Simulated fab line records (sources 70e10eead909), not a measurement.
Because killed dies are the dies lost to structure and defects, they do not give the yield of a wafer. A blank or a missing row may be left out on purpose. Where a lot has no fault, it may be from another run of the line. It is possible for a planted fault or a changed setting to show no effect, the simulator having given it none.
A struck lot beside a sound one || flow nandHarc || 26 steps out of a route of 1159
Sound: the wafers L348.3, L348.4, L348.6. Wafers L339.4, L339.5, L339.6 were the ones struck. At the end, the cause is stated.
At each step with rows: each side's tool, then ch and its chambers, then its first start. Under that, the readings that differ: sound wafers || struck wafers || difference of the means || sigmas: that difference in standard deviations of wafers without a fault.
alike: readings whose means differ by less than 2 such deviations, and words and numbers that are the same on both sides. not compared: withheld readings, readings that some wafer has no value for, bounds like >300 that may hide the same value, and numbers for which the record gives no deviation and whose values overlap.
Wherever a step has rows on one side only, a row that says differs or no value, or a row with sigmas, the two part there. When numbers do not overlap yet have no deviation, they are printed without sigmas and do not part them. A reading that every wafer of one side lacks parts them only if that side has two wafers or more.

first, 8 steps without rows for these wafers: NHARC_A_CHANNEL_HOLE_D1_PEB_08 (peb time 65 s); NHARC_A_CHANNEL_HOLE_D1_DEVELOP_09 (develop time 35 s); NHARC_A_CHANNEL_HOLE_D1_DESCUM_15 (chemistry O2, time 3 s); NHARC_A_CHANNEL_HOLE_D1_ETCH_38 (etches the open film in CF4, target depth 39 nm, time 65 s); NHARC_A_CHANNEL_HOLE_D1_ETCH_39 (etches the open film in N2/H2, target depth 260 nm, time 325 s); NHARC_A_CHANNEL_HOLE_D1_ETCH_34 (etches the open film in CF4/CHF3, target depth 154 nm, time 77 s); NHARC_A_CHANNEL_HOLE_D1_ETCH_16 (etches the open film in O2/COS, target depth 3100 nm, time 806 s); NHARC_A_CHANNEL_HOLE_D1_ETCH_19 (etches the open film in C4F8/O2/Ar, time 34.5 s).
NHARC_A_CHANNEL_HOLE_D1_ETCH_20: etches the open film in C4F8/O2/Ar, time 361.9 s, target depth 1600 nm.
  sound on harEtch-02 ch 0,1, day 13 07:22; struck on harEtch-02 ch 0,1, day 11 15:58
  no value came back on the struck wafers for any of 6 readings (c4f8FlowSccm (sccm), chamberPressureMTorr (mTorr) and others); on the sound wafers c4f8FlowSccm (sccm) reads 89.00 89.22 88.83
  not compared: rfHoursCounterH
then, 10 steps without rows for these wafers: NHARC_A_CHANNEL_HOLE_D1_ETCH_21 (etches the open film in C4F8/O2/Ar, time 514.3 s, target depth 1600 nm); NHARC_A_CHANNEL_HOLE_D1_ETCH_22 (etches the open film in C4F8/O2/Ar, time 666.7 s, target depth 1600 nm); NHARC_A_CHANNEL_HOLE_D1_ETCH_23 (etches the open film in C4F8/O2/Ar, time 819 s, target depth 1600 nm); NHARC_A_CHANNEL_HOLE_D1_ETCH_24 (etches the open film in C4F8/O2/Ar, time 906.2 s, target depth 1500 nm); NHARC_A_CHANNEL_HOLE_D1_ETCH_25 (etches the open film in C4F8/O2/Ar, time 1040.2 s, target depth 1500 nm); NHARC_A_CHANNEL_HOLE_D1_ETCH_26 (etches the open film in C4F8/O2/Ar, time 224.1 s, target depth 300 nm); NHARC_A_CHANNEL_HOLE_D1_ETCH_33 (etches the open film in C4F8/O2/Ar, time 90 s, target depth 400 nm); NHARC_A_CHANNEL_HOLE_D1_STRIP_41 (strips in N2/H2); NHARC_A_CHANNEL_HOLE_D1_STRIP_42 (strips in CF4/CHF3); NHARC_A_CHANNEL_HOLE_D1_STRIP_43 (strips in O2/COS).
NHARC_A_CHANNEL_HOLE_D1_ETCH_44: etches the open film in CF4/O2, target depth 140 nm, overetch 14 nm, time 77 s.
  sound on rieDiel-02 ch 1,2, day 13 11:53; struck on rieDiel-08 ch 0,2,3, day 11 20:27
{"reading": "model.A_CHANNEL_HOLE_D1.cdNm (nm)", "sound": "89.96 91.36 89.61", "struck": "105 105 105.6", "difference": "+15", "sigmas": ""}
  alike: biasW, cf4FlowSccm, drypumpMotorCurrentA, oesProductAu, rfVppV, showerheadPlenumPTorr, throttleValvePct
  not compared: rfHoursCounterH
then, 3 steps without rows for these wafers: NHARC_A_CHANNEL_HOLE_D1_STRIP_27 (strips in O2); NHARC_A_CHANNEL_HOLE_D1_PRECLEAN_28 (cleans in SC1); NHARC_A_CHANNEL_HOLE_D1_SRD_29.
NHARC_A_CHANNEL_HOLE_D1_CD_MEAS_30:
  sound on cdSem-03, day 13 12:40; struck on cdSem-02, day 11 21:14
{"reading": "cdNm (nm)", "sound": "90.5 90.3 88.7", "struck": "0.1 0.7 0.4", "difference": -89.4, "sigmas": -43}
NHARC_A_CHANNEL_HOLE_D1_XSEM_31:
  sound on xsem-01 ch 0, day 13 12:46; struck on xsem-02 ch 0, day 11 21:20
{"reading": "botCdNm (nm)", "sound": "73.8 74.5 72.6", "struck": "0.0 0.5 0.3", "difference": -73.4, "sigmas": -33}
{"reading": "bowNm (nm)", "sound": "8.5 8.6 8.6", "struck": "0.8 0.8 0.8", "difference": -7.8, "sigmas": -26}
  alike: tiltDeg
-- record jumps: 11 days between struck wafers' starts before vs after; left off in module A_CHANNEL_HOLE_D1, resumes in module END, first step shown is number 1159 of the route --
NHARC_END_SORT_01:
  here the record holds rows for the struck wafers (prober-01 ch 0, day 23 08:43) but none for the sound ones

== WHERE THEY PART ==
First at NHARC_A_CHANNEL_HOLE_D1_ETCH_20; last, within this record, at NHARC_END_SORT_01.

WHY: whatever the simulator had introduced
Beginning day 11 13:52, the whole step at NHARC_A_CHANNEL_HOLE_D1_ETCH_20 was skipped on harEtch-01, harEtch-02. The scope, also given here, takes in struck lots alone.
